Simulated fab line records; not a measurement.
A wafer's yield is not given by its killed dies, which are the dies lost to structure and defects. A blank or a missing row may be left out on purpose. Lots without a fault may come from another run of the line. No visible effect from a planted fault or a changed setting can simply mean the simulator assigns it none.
What tool caused it? / flow nand-harc / 36 wafers sampled from 12 lots at 1 step of a route of 1159

## WHAT THE GAUGES READ, wafer by wafer
NHARC_A_M1_OVL_MEAS_10: pitch 240 nm.
lot=L076; measured=day 18 08:01; on=overlay-01; overlay-x-nm (nm)=-0.1 -0.4 -0.1
lot=L077; measured=day 18 19:42; on=overlay-01; overlay-x-nm (nm)=0.8 0.5 0.9
lot=L078; measured=day 19 07:06; on=overlay-01; overlay-x-nm (nm)=0.7 0.1 0.6
lot=L081; measured=day 19 16:08; on=overlay-02; overlay-x-nm (nm)=-0.8 -0.3 -0.7
lot=L083; measured=day 20 05:03; on=overlay-02; overlay-x-nm (nm)=-0.3 -0.5 -0.5
lot=L088; measured=day 20 12:39; on=overlay-02; overlay-x-nm (nm)=0.3 0.3 -0.1
lot=L086; measured=day 20 17:19; on=overlay-02; overlay-x-nm (nm)=-0.1 -0.4 0.0
lot=L089; measured=day 21 17:11; on=overlay-02; overlay-x-nm (nm)=1.0 -0.2 0.4
lot=L090; measured=day 21 23:09; on=overlay-01; overlay-x-nm (nm)=-0.7 -1.1 -0.5
lot=L093; measured=day 22 07:41; on=overlay-02; overlay-x-nm (nm)=0.5 0.2 -0.1
lot=L095; measured=day 22 16:46; on=overlay-01; overlay-x-nm (nm)=0.9 1.9 1.2
lot=L097; measured=day 24 03:25; on=overlay-01; overlay-x-nm (nm)=-2.1 -2.8 -1.9

## TOOL THAT RAN EACH LOT (tool first, then ch and the chambers of the sampled wafers, then the start)
There is no process step in the record ahead of these readings.

## THE ANSWER, worked out from the rows above alone
Rule: the usual values come from the lots themselves. The widest of any qualifying gaps counts: lots, ordered by their means at a reading, are off when they make up no more than a third of the lots, leave a main group of 4 or more, and stand apart from it by 3 or more times the standard deviation of that group's means. The tables above print the reading to a certain number of digits; a main group whose means all agree to those digits is not used. Also off: a lot with no number at a reading for which 4 or more lots have one. Where the step has rows for the other lots, those lots are counted as sound.
No lot is off at any reading shown: from this, nothing can be told.

## WHAT HAD BEEN PUT IN BY THE SIMULATOR
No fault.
